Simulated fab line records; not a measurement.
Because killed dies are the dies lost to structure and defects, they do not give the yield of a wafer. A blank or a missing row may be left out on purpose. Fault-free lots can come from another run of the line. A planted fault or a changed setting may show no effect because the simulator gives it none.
fab line records	flow n5-finfet
record lots=24	wafers=72	last-day=18
route steps=1938 shown BEOL_M0@735 BEOL_M1@787
lots that met no fault: taken from a fault-free run of the same line
start-h: start of the lot's first displayed wafer, in hours after the record's first day	wait-h: time in hours since the lot's previous step	" identical to the entry in the row above	L1.1+2: a row that stands for several wafers	- no value present, or no start provided	* or withheld: withheld	< > ~ a bound
route shown NAME@n: names a module that has steps shown in the file, with the first one's number in the route	usual: the fault-free wafers' mean and standard deviation	same: alike in all rows	chamber/n: place in a boat	sites: the reading at each site	_std_site: the standard deviation of these	_edge_site: inner sites' mean taken away from outer sites' mean	radius-mm: how far each site lies from the wafer's centre	mask NAME#n: copy n	behind: the last tool/chamber to shape the wafer	hold: reason for holding the lot/hours on hold/outcome of the hold	device: whichever transistor did not switch (one of n, p or np)	end of line: at the end of the route, the tests of the same wafers	for a step that has no rows: nothing shown but its recipe	killed: not the wafer's yield, but the dies lost to structure and defects at the first sort	map: dies across one wafer; x = killed, . = not, _ = none there
set.NAME: the setting that was run; set.NAME@STEP: the one run at that earlier step	model.NAME: the simulator's own value behind a step, which no gauge read
the route's steps for a sample of lots (tables are steps, rows are wafers)
services: the hour from which a tool's chamber was out of use, counted from the record's first day as start-h (under 0 if before that day), plus the number of hours and why
## steps
# step N5_BEOL_M0_ANNEAL_117
# recipe temp-c=400	time-s=60	ambient=vacuum
# usual heater-power-w=834/84
lot.wafer	tool	chamber	start-h	wait-h	heater-power-w
L074.1	pvd-sputter-02	-	119.77	0.0	745
L074.4	"	-	"	"	930
L074.5	"	-	"	"	923
L075.2	pvd-sputter-03	-	123.76	0.0	833
L075.3	"	-	"	"	987
L075.6	"	-	"	"	724
L076.2	pvd-sputter-01	-	128.52	0.0	828
L076.4	"	-	"	"	862
L076.6	"	-	"	"	804
L077.2	pvd-sputter-03	-	136.66	0.0	751
L077.3	"	-	"	"	979
L077.5	"	-	"	"	968
L078.2	pvd-sputter-03	-	139.14	0.0	976
L078.3	"	-	"	"	734
L078.4	"	-	"	"	842
L080.2	pvd-sputter-03	-	151.07	0.0	729
L080.3	"	-	"	"	862
L080.4	"	-	"	"	989
L079.1	pvd-sputter-01	-	155.42	0.0	835
L079.2	"	-	"	"	812
L079.5	"	-	"	"	727
L081.3	pvd-sputter-01	-	161.30	0.0	843
L081.4	"	-	"	"	810
L081.6	"	-	"	"	838
L082.1	pvd-sputter-01	-	171.20	0.0	858
L082.5	"	-	"	"	837
L082.6	"	-	"	"	833
L083.2	pvd-sputter-02	-	172.92	0.0	758
L083.4	"	-	"	"	737
L083.5	"	-	"	"	801
L084.1	pvd-sputter-02	-	181.45	0.0	823
L084.5	"	-	"	"	757
L084.6	"	-	"	"	903
L085.2	pvd-sputter-01	-	188.58	0.0	730
L085.3	"	-	"	"	854
L085.4	"	-	"	"	819
L086.1	pvd-sputter-03	-	192.97	0.0	971
L086.5	"	-	"	"	971
L086.6	"	-	"	"	984
L087.2	pvd-sputter-03	-	198.81	0.0	838
L087.4	"	-	"	"	997
L087.6	"	-	"	"	746
L089.1	pvd-sputter-01	-	208.15	0.0	861
L089.2	"	-	"	"	733
L089.3	"	-	"	"	814
L088.1	pvd-sputter-01	-	208.69	0.0	868
L088.3	"	-	"	"	803
L088.5	"	-	"	"	738
L090.2	pvd-sputter-01	-	212.98	0.0	863
L090.3	"	-	"	"	742
L090.4	"	-	"	"	847
L091.2	pvd-sputter-02	-	227.08	0.0	749
L091.3	"	-	"	"	763
L091.5	"	-	"	"	839
L092.2	pvd-sputter-01	-	229.68	0.0	835
L092.4	"	-	"	"	739
L092.6	"	-	"	"	819
L093.1	pvd-sputter-03	-	231.43	0.0	960
L093.2	"	-	"	"	857
L093.5	"	-	"	"	996
L094.2	pvd-sputter-02	-	235.19	0.0	829
L094.3	"	-	"	"	719
L094.4	"	-	"	"	779
L095.1	pvd-sputter-01	-	240.76	0.0	832
L095.3	"	-	"	"	871
L095.5	"	-	"	"	859
L096.1	pvd-sputter-02	-	253.99	0.0	760
L096.3	"	-	"	"	825
L096.5	"	-	"	"	744
L097.2	pvd-sputter-01	-	255.64	0.0	744
L097.3	"	-	"	"	829
L097.5	"	-	"	"	820
# step N5_BEOL_M1_OVL_MEAS_29
# recipe points-per-wafer=522
# usual V0_OVL=-0.1/0.7
lot.wafer	tool	chamber	start-h	wait-h	V0_OVL[nm]
L074.1	overlay-01	0	124.11	0.0	-0.8
L074.4	"	0	"	"	-0.6
L074.5	"	0	"	"	-0.8
L075.2	overlay-02	0	128.19	0.0	0.2
L075.3	"	0	"	"	0.9
L075.6	"	0	"	"	-0.4
L076.2	overlay-02	0	133.19	0.0	0.5
L076.4	"	0	"	"	1.0
L076.6	"	0	"	"	-0.4
L077.2	overlay-01	0	140.94	0.0	-0.8
L077.3	"	0	"	"	-0.8
L077.5	"	0	"	"	-1.1
L078.2	overlay-01	0	146.02	0.0	-0.4
L078.3	"	0	"	"	-0.6
L078.4	"	0	"	"	-0.1
L080.2	overlay-02	0	154.47	0.0	0.3
L080.3	"	0	"	"	0.0
L080.4	"	0	"	"	1.3
L079.1	overlay-01	0	161.56	0.0	-0.3
L079.2	"	0	"	"	-0.7
L079.5	"	0	"	"	-1.0
L081.3	overlay-01	0	165.27	0.0	-0.2
L081.4	"	0	"	"	0.4
L081.6	"	0	"	"	0.9
L082.1	overlay-01	0	175.71	0.0	-0.6
L082.5	"	0	"	"	0.8
L082.6	"	0	"	"	-0.9
L083.2	overlay-01	0	180.22	0.0	-0.4
L083.4	"	0	"	"	-0.8
L083.5	"	0	"	"	-0.8
L084.1	overlay-02	0	186.30	0.0	0.3
L084.5	"	0	"	"	0.5
L084.6	"	0	"	"	0.1
L085.2	overlay-01	0	191.98	0.0	0.4
L085.3	"	0	"	"	1.2
L085.4	"	0	"	"	1.2
L086.1	overlay-01	0	198.49	0.0	0.1
L086.5	"	0	"	"	-0.7
L086.6	"	0	"	"	-1.6
L087.2	overlay-02	0	202.93	0.0	-0.5
L087.4	"	0	"	"	-0.3
L087.6	"	0	"	"	-0.5
L089.1	overlay-02	0	212.04	0.0	-1.0
L089.2	"	0	"	"	-0.3
L089.3	"	0	"	"	-0.8
L088.1	overlay-01	0	213.45	0.0	-0.9
L088.3	"	0	"	"	-0.9
L088.5	"	0	"	"	-0.1
L090.2	overlay-01	0	218.44	0.0	-0.2
L090.3	"	0	"	"	-0.7
L090.4	"	0	"	"	0.2
L091.2	overlay-02	0	230.22	0.0	-0.3
L091.3	"	0	"	"	0.2
L091.5	"	0	"	"	1.2
L092.2	overlay-02	0	233.66	0.0	0.2
L092.4	"	0	"	"	0.5
L092.6	"	0	"	"	0.2
L093.1	overlay-02	0	235.11	0.0	0.1
L093.2	"	0	"	"	0.6
L093.5	"	0	"	"	0.9
L094.2	overlay-02	0	239.00	0.0	1.0
L094.3	"	0	"	"	-0.5
L094.4	"	0	"	"	0.9
L095.1	overlay-01	0	245.56	0.0	-1.4
L095.3	"	0	"	"	-0.4
L095.5	"	0	"	"	-0.1
L096.1	overlay-02	0	258.15	0.0	-0.3
L096.3	"	0	"	"	0.6
L096.5	"	0	"	"	-0.2
L097.2	overlay-01	0	260.03	0.1	0.6
L097.3	"	0	"	"	-0.6
L097.5	"	0	"	"	0.5
# step N5_BEOL_M1_STRIP_97
# recipe chemistry=N2/H2	time-s=10	power-w=450	temp-c=40	pressure-mtorr=20	rf-frequency-hz=6e+07	bias-power-w=7	n2-flow-sccm=200	h2-flow-sccm=200
# usual bias-power-w=7.000/0.021	drypump-motor-current-A=5.5/0.49	oes-product-au=0.75/0.055	rf-vpp-V=58.9/0.88	showerhead-plenum-p-Torr=2.49/0.09	throttle-valve-pct=23.65/0.22
lot.wafer	tool	chamber	start-h	wait-h	bias-power-w	drypump-motor-current-A	oes-product-au	rf-hours-counter-h	rf-vpp-V	showerhead-plenum-p-Torr	throttle-valve-pct
L074.1	rie-diel-01	0	-	-	7.019	5.4	0.80	93	58.6	2.35	23.43
L074.4	"	1	"	"	6.951	4.7	0.72	173	59.2	2.63	23.78
L074.5	"	1	"	"	6.958	4.7	0.73	-	59.7	2.63	23.78
L075.2	rie-diel-06	0	-	-	6.982	5.5	0.74	145	58.8	2.54	24.15
L075.3	"	3	"	"	6.979	5.6	0.69	213	59.9	2.41	23.73
L075.6	"	2	"	"	7.007	5.0	0.76	-	58.7	2.44	23.55
L076.2	rie-diel-06	0	-	-	7.031	5.5	0.75	147	59.5	2.54	24.15
L076.4	"	1	"	"	7.008	5.0	0.79	130	59.0	2.44	23.50
L076.6	"	0	"	"	7.025	5.5	0.74	-	57.6	2.54	24.17
L077.2	rie-diel-01	3	-	-	7.048	5.7	0.70	225	57.9	2.52	23.97
L077.3	"	1	"	"	6.970	4.7	0.71	179	58.5	2.63	23.80
L077.5	"	2	"	"	6.950	6.3	0.74	-	59.6	2.53	23.39
L078.2	rie-diel-06	1	-	-	6.989	5.0	0.78	135	58.3	2.44	23.50
L078.3	"	0	"	"	6.987	5.6	0.74	151	59.3	2.54	24.18
L078.4	"	2	"	"	6.999	5.0	0.76	145	58.2	2.44	23.53
L080.2	rie-diel-01	0	-	-	6.999	5.4	0.79	102	58.4	2.35	23.44
L080.3	"	3	"	"	6.999	5.8	0.70	230	59.4	2.51	23.96
L080.4	"	1	"	"	6.979	4.7	0.72	184	59.1	2.63	23.81
L079.1	rie-diel-01	0	-	-	6.988	5.4	0.79	104	58.2	2.35	23.43
L079.2	"	1	"	"	7.002	4.7	0.72	185	59.5	2.63	23.80
L079.5	"	0	"	"	6.999	5.4	0.80	-	56.9	2.35	23.45
L081.3	rie-diel-06	3	-	-	7.014	5.6	0.68	226	58.1	2.41	23.75
L081.4	"	3	"	"	7.008	5.6	0.67	-	60.0	2.40	23.73
L081.6	"	1	"	"	7.056	4.9	0.77	-	59.1	2.44	23.53
L082.1	rie-diel-01	1	-	-	7.043	4.7	0.71	190	58.8	2.62	23.79
L082.5	"	2	"	"	6.987	6.3	0.73	-	58.5	2.53	23.40
L082.6	"	3	"	"	7.003	5.8	0.70	-	58.9	2.51	23.97
L083.2	rie-diel-02	2	-	-	6.958	5.0	0.76	159	58.7	2.43	23.62
L083.4	"	0	"	"	6.983	5.3	0.88	47	60.6	2.69	23.49
L083.5	"	3	"	"	6.988	5.9	0.77	-	60.9	2.54	23.52
L084.1	rie-diel-06	0	-	-	6.993	5.6	0.72	159	57.6	2.54	24.17
L084.5	"	3	"	"	6.966	5.6	0.67	-	59.8	2.40	23.75
L084.6	"	0	"	"	6.952	5.5	0.73	-	59.4	2.54	24.17
L085.2	rie-diel-02	2	-	-	6.984	5.1	0.75	164	58.2	2.43	23.63
L085.3	"	3	"	"	6.963	5.9	0.77	144	60.0	2.54	23.54
L085.4	"	0	"	"	6.976	5.2	0.87	51	61.0	2.69	23.46
L086.1	rie-diel-06	1	-	-	6.990	5.0	0.76	150	59.7	2.44	23.53
L086.5	"	2	"	"	6.977	5.0	0.74	-	59.7	2.43	23.55
L086.6	"	3	"	"	7.028	5.6	0.67	-	60.0	2.40	23.76
L087.2	rie-diel-01	0	-	-	6.982	5.4	0.78	115	58.3	2.34	23.46
L087.4	"	1	"	"	7.022	4.7	0.71	198	60.5	2.62	23.81
L087.6	"	1	"	"	7.003	4.7	0.70	-	58.9	2.62	23.82
L089.1	rie-diel-06	1	-	-	6.993	5.0	0.76	153	59.7	2.43	23.53
L089.2	"	2	"	"	6.988	5.0	0.74	164	58.8	2.43	23.57
L089.3	"	3	"	"	7.024	5.6	0.67	240	58.8	2.40	23.78
L088.1	rie-diel-01	3	-	-	6.955	5.8	0.69	248	59.9	2.51	24.00
L088.3	"	0	"	"	7.023	5.4	0.78	121	59.3	2.34	23.46
L088.5	"	1	"	"	7.011	4.7	0.70	-	59.9	2.62	23.82
L090.2	rie-diel-06	0	-	-	7.005	5.6	0.72	171	57.5	2.53	24.19
L090.3	"	2	"	"	7.027	5.0	0.73	169	60.3	2.43	23.58
L090.4	"	3	"	"	6.975	5.6	0.66	244	59.1	2.40	23.75
L091.2	rie-diel-06	0	-	-	6.982	5.5	0.72	172	58.2	2.53	24.19
L091.3	"	3	"	"	7.016	5.6	0.66	245	60.3	2.40	23.77
L091.5	"	2	"	"	6.996	5.0	0.74	-	57.8	2.43	23.56
L092.2	rie-diel-06	1	-	-	7.003	4.9	0.76	160	58.1	2.43	23.54
L092.4	"	3	"	"	7.011	5.6	0.65	246	58.7	2.40	23.77
L092.6	"	1	"	"	7.036	4.9	0.75	-	59.3	2.43	23.54
L093.1	rie-diel-02	0	-	-	7.021	5.2	0.86	64	60.0	2.69	23.49
L093.2	"	2	"	"	6.974	5.1	0.74	176	59.7	2.42	23.65
L093.5	"	2	"	"	7.003	5.1	0.73	-	59.9	2.42	23.65
L094.2	rie-diel-02	2	-	-	6.980	5.1	0.74	177	58.7	2.42	23.65
L094.3	"	3	"	"	6.967	5.9	0.76	158	59.3	2.53	23.54
L094.4	"	1	"	"	7.000	6.3	0.77	167	56.9	2.43	23.54
L095.1	rie-diel-02	1	-	-	6.985	6.3	0.75	169	59.3	2.43	23.54
L095.3	"	2	"	"	6.985	5.1	0.73	180	58.4	2.42	23.65
L095.5	"	2	"	"	7.007	5.1	0.74	-	58.2	2.42	23.63
L097.2	rie-diel-02	3	-	-	6.992	5.9	0.74	166	57.3	2.53	23.55
L097.3	"	1	"	"	7.001	6.3	0.76	174	58.4	2.43	23.55
L097.5	"	0	"	"	7.032	5.3	0.85	-	58.8	2.68	23.51
L096.1	rie-diel-01	2	-	-	7.019	6.3	0.70	187	59.7	2.52	23.45
L096.3	"	1	"	"	7.012	4.7	0.68	221	59.8	2.61	23.85
L096.5	"	3	"	"	6.988	5.7	1.01	-	59.7	2.50	23.60
# step N5_BEOL_M1_CD_MEAS_35
# recipe target-cd-nm=18	target-cd-y-nm=21	polarity=opening
# usual cd-nm=18.0/0.3
lot.wafer	tool	chamber	start-h	wait-h	cd-nm
L074.1	cd-sem-02	-	127.88	0.0	17.8
L074.4	"	-	"	"	17.9
L074.5	"	-	"	"	18.0
L075.2	cd-sem-03	-	130.98	0.0	17.4
L075.3	"	-	"	"	18.1
L075.6	"	-	"	"	18.0
L076.2	cd-sem-02	-	136.15	0.0	18.2
L076.4	"	-	"	"	17.9
L076.6	"	-	"	"	18.1
L077.2	cd-sem-03	-	145.07	0.0	17.8
L077.3	"	-	"	"	18.3
L077.5	"	-	"	"	18.0
L078.2	cd-sem-03	-	152.06	0.0	18.2
L078.3	"	-	"	"	17.9
L078.4	"	-	"	"	17.9
L080.2	cd-sem-02	-	160.35	0.0	18.4
L080.3	"	-	"	"	18.0
L080.4	"	-	"	"	18.7
L079.1	cd-sem-02	-	164.12	0.0	18.1
L079.2	"	-	"	"	18.1
L079.5	"	-	"	"	18.5
L081.3	cd-sem-02	-	168.38	0.0	17.3
L081.4	"	-	"	"	18.3
L081.6	"	-	"	"	17.6
L082.1	cd-sem-03	-	179.39	0.0	18.1
L082.5	"	-	"	"	18.2
L082.6	"	-	"	"	17.7
L083.2	cd-sem-02	-	181.46	0.0	18.0
L083.4	"	-	"	"	18.0
L083.5	"	-	"	"	18.0
L084.1	cd-sem-02	-	187.38	0.0	17.3
L084.5	"	-	"	"	18.1
L084.6	"	-	"	"	17.9
L085.2	cd-sem-01	-	197.69	0.0	17.1
L085.3	"	-	"	"	18.0
L085.4	"	-	"	"	17.7
L086.1	cd-sem-03	-	201.09	0.0	18.0
L086.5	"	-	"	"	17.6
L086.6	"	-	"	"	18.2
L087.2	cd-sem-02	-	204.57	0.0	18.1
L087.4	"	-	"	"	18.0
L087.6	"	-	"	"	17.8
L089.1	cd-sem-02	-	213.55	0.0	17.4
L089.2	"	-	"	"	17.9
L089.3	"	-	"	"	17.7
L088.1	cd-sem-03	-	224.69	0.0	18.1
L088.3	"	-	"	"	17.9
L088.5	"	-	"	"	17.2
L090.2	cd-sem-03	-	228.63	0.0	18.6
L090.3	"	-	"	"	18.0
L090.4	"	-	"	"	18.2
L091.2	cd-sem-03	-	231.70	0.0	18.1
L091.3	"	-	"	"	17.7
L091.5	"	-	"	"	18.2
L092.2	cd-sem-01	-	234.89	0.0	17.8
L092.4	"	-	"	"	17.7
L092.6	"	-	"	"	18.1
L093.1	cd-sem-01	-	237.54	0.0	18.7
L093.2	"	-	"	"	18.2
L093.5	"	-	"	"	17.9
L094.2	cd-sem-03	-	240.97	0.0	18.3
L094.3	"	-	"	"	18.2
L094.4	"	-	"	"	18.0
L095.1	cd-sem-03	-	247.45	0.0	18.3
L095.3	"	-	"	"	18.1
L095.5	"	-	"	"	18.1
L097.2	cd-sem-01	-	267.07	0.0	17.4
L097.3	"	-	"	"	17.5
L097.5	"	-	"	"	17.7
L096.1	cd-sem-01	-	267.51	0.0	17.6
L096.3	"	-	"	"	18.2
L096.5	"	-	"	"	18.2
# step N5_BEOL_M1_SPUTTER_81
# recipe material=Cu	target-thk-a=45	temp-c=-20	chamber-pressure-pa=0.07	power-w=withheld	time-s=8.29
# usual chuck-gas-flow-sccm=1.26/0.054	chuck-sensor-temp-C=-15.9/0.39	throttle-valve-pct=29.5/1.2
lot.wafer	tool	chamber	start-h	wait-h	chuck-gas-flow-sccm	chuck-sensor-temp-C	throttle-valve-pct
L074.1	pvd-sputter-03	-	129.22	0.1	1.18	-15.9	29.4
L074.4	"	-	"	"	1.19	-15.8	28.9
L074.5	"	-	"	"	1.34	-16.0	28.9
L075.2	pvd-sputter-01	-	132.46	0.1	1.26	-15.9	28.8
L075.3	"	-	"	"	1.19	-16.2	29.5
L075.6	"	-	"	"	1.21	-16.3	29.4
L076.2	pvd-sputter-02	-	137.19	0.1	1.34	-15.4	30.7
L076.4	"	-	"	"	1.34	-16.1	29.9
L076.6	"	-	"	"	1.28	-16.0	29.9
L077.2	pvd-sputter-02	-	146.83	0.1	1.24	-15.4	30.8
L077.3	"	-	"	"	1.28	-16.4	27.4
L077.5	"	-	"	"	1.22	-16.2	27.5
L078.2	pvd-sputter-01	-	153.57	0.1	1.24	-16.1	29.6
L078.3	"	-	"	"	1.25	-15.6	30.9
L078.4	"	-	"	"	1.31	-15.9	29.2
L080.2	pvd-sputter-01	-	162.10	0.1	1.24	-15.7	29.0
L080.3	"	-	"	"	1.31	-16.3	29.6
L080.4	"	-	"	"	1.23	-15.3	27.8
L079.1	pvd-sputter-03	-	166.72	0.1	1.28	-15.9	29.2
L079.2	"	-	"	"	1.21	-16.1	31.3
L079.5	"	-	"	"	1.28	-16.2	31.1
L081.3	pvd-sputter-03	-	169.92	0.1	1.24	-16.0	30.8
L081.4	"	-	"	"	1.25	-16.9	30.4
L081.6	"	-	"	"	1.28	-15.8	28.7
L082.1	pvd-sputter-01	-	181.36	0.1	1.20	-16.2	29.7
L082.5	"	-	"	"	1.20	-15.6	31.0
L082.6	"	-	"	"	1.25	-15.4	27.8
L083.2	pvd-sputter-03	-	183.18	0.1	1.35	-15.8	28.9
L083.4	"	-	"	"	1.15	-16.2	31.1
L083.5	"	-	"	"	1.24	-16.0	28.8
L084.1	pvd-sputter-02	-	188.44	0.1	1.18	-15.9	29.6
L084.5	"	-	"	"	1.26	-16.0	30.0
L084.6	"	-	"	"	1.28	-16.1	29.8
L085.2	pvd-sputter-02	-	200.19	0.1	1.28	-16.1	29.6
L085.3	"	-	"	"	1.33	-16.4	27.6
L085.4	"	-	"	"	1.26	-15.2	31.0
L086.1	pvd-sputter-02	-	203.03	0.1	1.22	-15.4	30.9
L086.5	"	-	"	"	1.27	-16.1	29.4
L086.6	"	-	"	"	1.09	-16.2	27.3
L087.2	pvd-sputter-01	-	206.41	0.1	1.28	-15.2	27.5
L087.4	"	-	"	"	1.25	-16.1	29.4
L087.6	"	-	"	"	1.34	-15.9	29.2
L089.1	pvd-sputter-01	-	214.96	0.1	1.22	-16.2	29.7
L089.2	"	-	"	"	1.21	-15.9	29.3
L089.3	"	-	"	"	1.30	-15.5	27.7
L088.1	pvd-sputter-01	-	227.07	0.1	1.21	-15.3	27.7
L088.3	"	-	"	"	1.22	-15.6	30.9
L088.5	"	-	"	"	1.24	-15.6	27.6
L090.2	pvd-sputter-02	-	229.93	0.1	1.25	-16.2	29.8
L090.3	"	-	"	"	1.28	-15.9	30.1
L090.4	"	-	"	"	1.30	-15.4	31.1
L091.2	pvd-sputter-03	-	233.51	0.1	1.24	-16.0	30.9
L091.3	"	-	"	"	1.28	-16.8	30.5
L091.5	"	-	"	"	1.27	-16.0	31.1
L092.2	pvd-sputter-01	-	236.08	0.1	1.22	-15.3	27.8
L092.4	"	-	"	"	1.21	-16.0	29.0
L092.6	"	-	"	"	1.26	-16.3	29.6
L093.1	pvd-sputter-01	-	238.82	0.1	1.26	-15.6	29.0
L093.2	"	-	"	"	1.24	-15.2	27.7
L093.5	"	-	"	"	1.24	-15.8	29.2
L094.2	pvd-sputter-03	-	242.38	0.1	1.24	-16.9	30.5
L094.3	"	-	"	"	1.27	-16.2	30.8
L094.4	"	-	"	"	1.31	-15.9	28.9
L095.1	pvd-sputter-02	-	249.95	0.1	1.27	-16.3	27.5
L095.3	"	-	"	"	1.20	-16.2	29.6
L095.5	"	-	"	"	1.28	-16.0	29.7
L097.2	pvd-sputter-02	-	268.65	0.1	1.19	-15.5	30.8
L097.3	"	-	"	"	1.33	-16.0	30.0
L097.5	"	-	"	"	1.18	-16.1	27.4
L096.1	pvd-sputter-02	-	270.65	0.1	1.28	-16.4	27.4
L096.3	"	-	"	"	1.26	-16.3	29.9
L096.5	"	-	"	"	1.30	-16.3	29.7
# step N5_BEOL_M1_CMP_52
# recipe stop-on=SiOC	t-overpolish-s=6.8	down-force-psi=1	platen-rpm=50	clearing-platen-down-force-psi=1.5	clearing-platen-rpm=50	post-cmp-clean=cu-alkaline	target-thk-nm=40	clearing-platen-pad-velocity-m-s=0.99484	pad-velocity-m-s=0.99484
# usual barrier-field-endpoint-s=24.6/0.53	motor-current-A=6.3/0.59	overpolish-run-s=6.800/0.0092	time-to-endpoint-s=62.3/2.5
lot.wafer	tool	chamber	start-h	wait-h	barrier-field-endpoint-s	motor-current-A	overpolish-run-s	time-to-endpoint-s
L074.4	cmp-03	0	131.03	0.1	25.0	6.1	6.812	62.3
L074.1	"	1	"	"	24.5	6.3	6.802	62.7
L074.5	"	1	"	"	24.8	6.4	6.792	63.4
L075.3	cmp-04	3	134.27	0.2	23.6	5.9	6.794	60.0
L075.2	"	2	"	"	23.7	7.4	6.793	62.8
L075.6	"	3	"	"	24.8	5.6	6.796	60.6
L076.2	cmp-04	2	139.01	0.2	23.5	7.5	6.805	58.7
L076.4	"	3	"	"	23.3	5.8	6.801	57.2
L076.6	"	3	"	"	24.1	5.6	6.797	58.7
L077.3	cmp-04	0	148.94	0.2	24.4	5.8	6.787	59.5
L077.2	"	2	"	"	24.6	7.5	6.808	59.9
L077.5	"	1	"	"	24.6	5.3	6.808	58.5
L078.2	cmp-02	1	155.38	0.2	25.0	6.4	6.810	66.6
L078.4	"	3	"	"	24.9	6.4	6.796	60.9
L078.3	"	0	"	"	24.1	6.0	6.803	59.0
L080.3	cmp-03	1	163.98	0.2	25.1	6.8	6.789	61.7
L080.2	"	2	"	"	24.5	6.0	6.803	62.4
L080.4	"	0	"	"	25.6	6.7	6.789	63.3
L079.2	cmp-02	0	168.55	0.2	24.2	5.9	6.785	61.6
L079.1	"	3	"	"	24.2	6.3	6.812	63.1
L079.5	"	0	"	"	24.5	6.1	6.796	62.3
L081.3	cmp-03	1	171.79	0.2	24.3	6.2	6.803	61.7
L081.4	"	2	"	"	24.6	6.0	6.812	56.9
L081.6	"	1	"	"	24.7	6.4	6.806	57.7
L082.1	cmp-02	1	183.25	0.3	24.7	6.5	6.803	65.5
L082.5	"	3	"	"	23.9	6.2	6.795	61.2
L082.6	"	0	"	"	24.1	5.9	6.787	57.3
L083.2	cmp-02	1	184.99	0.2	24.6	6.3	6.792	64.8
L083.4	"	0	"	"	23.6	6.0	6.796	61.8
L083.5	"	2	"	"	24.2	7.2	6.819	62.8
L084.1	cmp-02	0	190.25	0.3	23.9	6.2	6.810	58.6
L084.5	"	0	"	"	23.4	6.2	6.798	56.4
L084.6	"	1	"	"	24.9	6.3	6.805	61.3
L085.2	cmp-02	2	202.03	0.2	24.2	7.7	6.795	64.3
L085.4	"	3	"	"	24.3	6.0	6.799	60.9
L085.3	"	1	"	"	24.9	6.3	6.793	62.3
L086.1	cmp-02	1	204.92	0.3	25.4	6.2	6.797	64.8
L086.5	"	3	"	"	25.1	6.6	6.803	63.4
L086.6	"	0	"	"	24.9	5.7	6.801	60.4
L087.2	cmp-04	2	208.27	0.3	24.6	7.2	6.788	63.7
L087.4	"	0	"	"	25.3	5.8	6.807	65.0
L087.6	"	1	"	"	24.7	5.3	6.807	64.9
L089.1	cmp-03	3	216.78	0.3	24.8	6.2	6.804	63.4
L089.3	"	0	"	"	25.0	6.3	6.790	61.1
L089.2	"	1	"	"	24.9	6.8	6.781	61.5
L088.3	cmp-02	3	228.88	0.2	24.8	6.2	6.805	64.4
L088.1	"	0	"	"	24.8	6.3	6.786	59.7
L088.5	"	0	"	"	25.1	6.0	6.812	61.0
L090.3	cmp-04	0	231.74	0.2	25.6	5.7	6.808	64.7
L090.4	"	1	"	"	25.4	5.6	6.784	66.2
L090.2	"	3	"	"	25.2	5.6	6.785	65.6
L091.3	cmp-03	3	235.32	0.2	25.1	6.4	6.797	66.4
L091.2	"	2	"	"	24.6	5.7	6.794	60.5
L091.5	"	0	"	"	26.0	6.4	6.787	64.6
L092.2	cmp-03	2	237.97	0.3	24.3	6.4	6.803	61.7
L092.4	"	3	"	"	25.2	6.2	6.821	64.4
L092.6	"	0	"	"	24.9	6.6	6.810	64.8
L093.2	cmp-03	0	240.68	0.2	23.9	6.4	6.801	63.9
L093.1	"	1	"	"	24.2	6.0	6.800	61.1
L093.5	"	0	"	"	24.7	6.4	6.798	63.7
L094.2	cmp-03	3	244.22	0.2	25.0	6.1	6.799	62.8
L094.4	"	0	"	"	24.5	6.7	6.792	62.7
L094.3	"	1	"	"	24.4	6.4	6.817	61.6
L095.3	cmp-02	0	251.99	0.2	23.7	5.7	6.808	57.8
L095.1	"	1	"	"	25.3	6.3	6.810	64.5
L095.5	"	0	"	"	24.7	5.8	6.803	60.1
L097.3	cmp-04	3	270.53	0.2	24.2	5.5	6.795	59.5
L097.2	"	1	"	"	24.7	5.5	6.825	63.0
L097.5	"	3	"	"	25.0	5.5	6.810	62.7
L096.1	cmp-04	3	273.39	0.5	23.8	5.7	6.795	62.9
L096.3	"	1	"	"	24.7	5.3	6.796	65.9
L096.5	"	0	"	"	24.7	5.9	6.795	65.7
## services
tool	chamber	start-h	hours	kind
rie-diel-02	0	100.79	3.5	repair
pvd-sputter-03	-	102.19	3.2	repair
rie-diel-02	0	104.59	9.6	repair
cmp-04	-	111.68	2.5	repair
rie-diel-02	3	125.78	8.9	repair
cmp-02	-	126.50	6.1	repair
cmp-03	-	126.99	4.0	pm
cmp-03	-	132.59	14.3	pm
cmp-02	-	147.75	2.2	repair
rie-diel-06	0	161.86	8.2	repair
cmp-03	-	162.10	0.6	repair
cmp-04	-	164.33	7.0	pm
cmp-03	-	207.95	6.7	pm
cmp-04	-	213.35	0.6	repair
rie-diel-01	2	235.65	2.4	repair
rie-diel-01	3	236.99	5.4	repair
cmp-02	-	238.10	4.6	pm
rie-diel-06	3	247.21	-	clean
rie-diel-06	3	247.21	-	consumable-replace:focus-ring
rie-diel-06	3	247.21	-	consumable-replace:showerhead
rie-diel-06	3	247.21	23.3	scheduled-down
rie-diel-06	3	247.21	23.3	vent-cycle
cmp-02	-	252.18	7.7	pm
cmp-03	-	253.17	1.7	repair
## key
fault none
